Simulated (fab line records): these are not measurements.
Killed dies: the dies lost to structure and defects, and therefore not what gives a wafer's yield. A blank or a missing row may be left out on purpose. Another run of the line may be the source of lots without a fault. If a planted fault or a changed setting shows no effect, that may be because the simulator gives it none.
Matching of chambers    flow n5-finfet    N5_MOL_CONTACT_COAG_STRIP_96 on rie-diel-01: 4 sister chambers
The step strips in N2/H2. 4 wafers are shown with their chamber, then 9 later ones without.

## WAFERS WITH THEIR CHAMBER
wafer   chamber  showerhead-plenum-p-Torr (Torr)
L081.6  0        3.49
L085.1  2        3.26
L088.1  1        3.35
L088.5  3        3.46

## WAFERS WITHOUT THEIR CHAMBER
wafer   showerhead-plenum-p-Torr (Torr)
L089.1  3.49
L089.2  3.26
L089.6  3.35
L091.1  3.46
L091.5  3.46
L091.6  3.26
L093.2  3.34
L093.4  3.48
L093.5  3.48

## CHAMBER TAKEN BY EACH
wafer   from the rows above      in truth
L089.1  0                        0
L089.2  2                        2
L089.6  1                        1
L091.1  3                        3
L091.5  3                        3
L091.6  2                        2
L093.2  1                        1
L093.4  can't be placed: 0 or 3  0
L093.5  can't be placed: 0 or 3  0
Correctly placed: 7 of 9. These rows do not allow placing 2 (true chamber among the candidates in 2). 0 placed wrongly.
How it was worked out, from the rows above alone: a wafer's distance from a chamber is the root of the sum, over the readings, of the square of ((its reading less the chamber's mean) divided by the reading's scatter). The wafer belongs to the nearest chamber; if the next one is less than 2 further off, it can't be placed. Each chamber's mean is taken over the wafers shown for it. The scatter (one wafer shown for each chamber): square how far every hidden wafer sits from the nearest shown wafer, average those squares and take the square root.
